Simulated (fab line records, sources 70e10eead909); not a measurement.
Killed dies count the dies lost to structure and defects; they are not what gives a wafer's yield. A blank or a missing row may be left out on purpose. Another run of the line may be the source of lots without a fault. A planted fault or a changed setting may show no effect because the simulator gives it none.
Tool commonality check || flow nand harc || 11 lots and 33 wafers in the sample

== WHY IT WAS OPENED ==
At NHARC_A_SLIT_INSPECT_11 the reading raw defect count is flagged on 2 of 11 lots. Wafers without a fault read 21, standard deviation 10.
Rule: a lot is flagged in two cases, either no wafer of it has a number, or all its wafers with numbers fall more than 4 standard deviations from that mean. All remaining lots are regarded as sound.

{"lot": "L446", "measured": "day 15 07:14", "on": "defect inspect-02", "raw defect count, wafer by wafer": "28 27 28", "flag": ""}
{"lot": "L443", "measured": "day 15 08:57", "on": "defect inspect-02", "raw defect count, wafer by wafer": "16 13 11", "flag": ""}
{"lot": "L447", "measured": "day 16 12:37", "on": "defect inspect-01", "raw defect count, wafer by wafer": "16 6 17", "flag": ""}
{"lot": "L449", "measured": "day 16 18:16", "on": "defect inspect-01", "raw defect count, wafer by wafer": "23 25 35", "flag": ""}
{"lot": "L448", "measured": "day 17 00:41", "on": "defect inspect-02", "raw defect count, wafer by wafer": "12 9 18", "flag": ""}
{"lot": "L450", "measured": "day 17 00:50", "on": "defect inspect-01", "raw defect count, wafer by wafer": "17 18 21", "flag": ""}
{"lot": "L454", "measured": "day 17 14:55", "on": "defect inspect-01", "raw defect count, wafer by wafer": "315 323 315", "flag": "FLAGGED"}
{"lot": "L451", "measured": "day 18 00:04", "on": "defect inspect-02", "raw defect count, wafer by wafer": "323 305 295", "flag": "FLAGGED"}
{"lot": "L457", "measured": "day 18 20:32", "on": "defect inspect-01", "raw defect count, wafer by wafer": "48 32 45", "flag": ""}
{"lot": "L461", "measured": "day 19 13:50", "on": "defect inspect-02", "raw defect count, wafer by wafer": "9 14 16", "flag": ""}
{"lot": "L462", "measured": "day 20 09:52", "on": "defect inspect-02", "raw defect count, wafer by wafer": "7 16 20", "flag": ""}
The mean of the flagged lots' numbers is 313, +292 from the usual (+29 standard deviations).

== LOT BY LOT: THE TOOL USED ==
The record keeps 1 process step preceding the reading, out of 1159 steps on the route. Each cell gives the tool, then ch followed by the chambers the sampled wafers passed through, then the start.
{"lot": "L446", "flag": "", "NHARC_A_SLIT_DEP_00": "acl dep-01 ch 0, day 15 04:28"}
{"lot": "L443", "flag": "", "NHARC_A_SLIT_DEP_00": "acl dep-03 ch 0, day 15 06:54"}
{"lot": "L447", "flag": "", "NHARC_A_SLIT_DEP_00": "acl dep-02 ch 0, day 16 10:56"}
{"lot": "L449", "flag": "", "NHARC_A_SLIT_DEP_00": "acl dep-01 ch 0, day 16 15:37"}
{"lot": "L448", "flag": "", "NHARC_A_SLIT_DEP_00": "acl dep-03 ch 0, day 16 22:52"}
{"lot": "L450", "flag": "", "NHARC_A_SLIT_DEP_00": "acl dep-01 ch 0, day 16 22:17"}
{"lot": "L454", "flag": "FLAGGED", "NHARC_A_SLIT_DEP_00": "acl dep-01 ch 0, day 17 13:07"}
{"lot": "L451", "flag": "FLAGGED", "NHARC_A_SLIT_DEP_00": "acl dep-01 ch 0, day 17 21:16"}
{"lot": "L457", "flag": "", "NHARC_A_SLIT_DEP_00": "acl dep-02 ch 0, day 18 17:32"}
{"lot": "L461", "flag": "", "NHARC_A_SLIT_DEP_00": "acl dep-03 ch 0, day 19 11:11"}
{"lot": "L462", "flag": "", "NHARC_A_SLIT_DEP_00": "acl dep-01 ch 0, day 20 07:14"}
What these steps do:
- NHARC_A_SLIT_DEP_00: deposits aC, target thk 3200 nm.
- NHARC_A_SLIT_INSPECT_11

== FLAGGED OVER TOTAL, TOOL BY TOOL (the gauges that took the reading come last) ==
{"step": "NHARC_A_SLIT_DEP_00", "tool": "acl dep-01", "lots run": 6, "flagged": 2, "share of the flagged lots": "all", "sound lots run after its first flagged lot": "1 (L462)"}
{"step": "NHARC_A_SLIT_DEP_00", "tool": "acl dep-02", "lots run": 2, "flagged": 0, "share of the flagged lots": "none", "sound lots run after its first flagged lot": "-"}
{"step": "NHARC_A_SLIT_DEP_00", "tool": "acl dep-03", "lots run": 3, "flagged": 0, "share of the flagged lots": "none", "sound lots run after its first flagged lot": "-"}
{"step": "NHARC_A_SLIT_INSPECT_11", "tool": "defect inspect-01", "lots run": 5, "flagged": 1, "share of the flagged lots": "some", "sound lots run after its first flagged lot": "1 (L457)"}
{"step": "NHARC_A_SLIT_INSPECT_11", "tool": "defect inspect-02", "lots run": 6, "flagged": 1, "share of the flagged lots": "some", "sound lots run after its first flagged lot": "2 (L461,L462)"}

== THE TABLE: WHAT IT ALLOWS ==
In the table, 1 row covers all flagged lots: acl dep-01 at NHARC_A_SLIT_DEP_00.
- acl dep-01 at NHARC_A_SLIT_DEP_00: 2 of its 6 lots flagged. After the first flagged lot (L462), sound lots still ran on it; a lasting fault on the whole tool would not permit that.
Not one row of the table ran every flagged lot while running no sound lot after the first.

== WHAT WAS PUT IN BY THE SIMULATOR ==
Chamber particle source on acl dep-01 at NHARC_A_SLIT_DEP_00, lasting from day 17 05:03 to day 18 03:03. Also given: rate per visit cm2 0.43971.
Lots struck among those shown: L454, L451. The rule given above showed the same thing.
